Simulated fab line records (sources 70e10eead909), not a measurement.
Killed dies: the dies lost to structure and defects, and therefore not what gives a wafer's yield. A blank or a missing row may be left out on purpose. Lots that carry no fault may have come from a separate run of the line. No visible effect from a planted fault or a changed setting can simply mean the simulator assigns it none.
One fault seen from 3 desks :: flow nandHarc :: each desk holds nothing but its own numbers, with what lay behind them at the end

== FROM THE METROLOGY DESK ==
Means of the sampled wafers that have a number, per lot and without regard to the tool the lot ran on: this is what the gauges read. Marked OUT: a lot whose mean sits more than 4 standard deviations from the usual mean, which makes it out of limits; the brackets give that distance.
Columns: A = thkNm at NHARC_A_DECK1_JOINT_THK_MEAS_17, usual 44.8 nm; B = thkNm at NHARC_A_ONON_D2_THK_MEAS_18, usual 999 nm
lot: L638
first seen here: day 12 18:52
A: 43.5
B: 992

lot: L640
first seen here: day 13 15:28
A: 44.9
B: 665 (-28) OUT

lot: L642
first seen here: day 14 12:50
A: 45.2
B: 704 (-25) OUT

lot: L650
first seen here: day 17 11:34
A: 45.5
B: 961

lot: L651
first seen here: day 18 12:23
A: 44.9
B: 1008

lot: L653
first seen here: day 18 20:32
A: 45.1
B: 1008

lot: L654
first seen here: day 19 16:56
A: 45.1
B: 998

lot: L655
first seen here: day 19 23:52
A: 44.8
B: 995

lot: L656
first seen here: day 20 00:04
A: 45.9
B: 998

lot: L657
first seen here: day 20 20:19
A: 43.8
B: 1000

lot: L658
first seen here: day 21 10:47
A: 44.9
B: 995

lot: L659
first seen here: day 21 18:52
A: 43.6
B: 995

lot: L660
first seen here: day 21 19:02
A: 44.8
B: 999
This desk finds L640, L642 out of limits, L640 being first, at day 14 04:55 (thkNm at NHARC_A_ONON_D2_THK_MEAS_18). Within limits: L638, L650, L651, L653, L654, L655, L656, L657, L658, L659, L660.

== DESK OF THE TOOL OWNER: pecvdOnon-02 ==
The tool's own readings at NHARC_A_ONON_D2_DEP_16 (target thk 1000 nm): means of the sampled wafers that have a number, for each lot that ran on this tool. Marked OUT: a lot whose mean sits more than 4 standard deviations from the usual mean, which makes it out of limits; the brackets give that distance.
Columns: A = n2FlowSccm at NHARC_A_ONON_D2_DEP_16, usual 2749 sccm
lot: L638
first seen here: day 13 05:27
A: 2750

lot: L640
first seen here: day 14 04:32
A: 2734

lot: L642
first seen here: day 14 23:28
A: 2752

lot: L650
first seen here: day 17 21:26
A: 2755

lot: L653
first seen here: day 19 07:41
A: 2751

lot: L655
first seen here: day 20 09:55
A: 2747

lot: L657
first seen here: day 21 06:43
A: 2749

lot: L658
first seen here: day 21 20:55
A: 2748

lot: L659
first seen here: day 22 04:44
A: 2754
This desk's verdict: no lot among the 9 shows anything out of limits.

== THE DEFECT DESK ==
Per lot, the means of the sampled wafers with a number show what the inspections along the route counted. Marked OUT: a lot whose mean sits more than 4 standard deviations from the usual mean, which makes it out of limits; the brackets give that distance.
Columns: A = rawDefectCount at NHARC_A_ONON_D2_INSPECT_32, usual 391
lot: L638
first seen here: day 13 08:42
A: 321

lot: L640
first seen here: day 14 07:44
A: 342

lot: L642
first seen here: day 15 02:47
A: 433

lot: L650
first seen here: day 18 00:35
A: 310

lot: L651
first seen here: day 19 02:32
A: 266

lot: L653
first seen here: day 19 11:00
A: 633

lot: L654
first seen here: day 20 06:23
A: 463

lot: L655
first seen here: day 20 13:14
A: 546

lot: L656
first seen here: day 20 13:30
A: 334

lot: L657
first seen here: day 21 10:04
A: 377

lot: L658
first seen here: day 22 00:23
A: 446

lot: L660
first seen here: day 22 07:55
A: 404

lot: L659
first seen here: day 22 07:56
A: 484
This desk's verdict: no lot among the 13 shows anything out of limits.

== BROUGHT TOGETHER ==
The metrology desk could have raised an alarm at day 14 04:55, on L640, L642.
The tool owner's desk saw nothing out of limits.
The defect desk saw nothing out of limits.
Tool owner's desk: L640, L642 on record, inside its limits.
The defect desk has L640, L642 on record, within its limits.
Of the lots named, all ran NHARC_A_ONON_D2_DEP_16 on pecvdOnon-02.

== WHAT THE SIMULATOR HAD INSERTED ==
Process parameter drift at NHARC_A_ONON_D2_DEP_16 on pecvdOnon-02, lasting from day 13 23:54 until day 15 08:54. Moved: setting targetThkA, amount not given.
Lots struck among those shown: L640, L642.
Delay in hours, fault start to first out-of-limits reading, per desk: metrology desk 5.
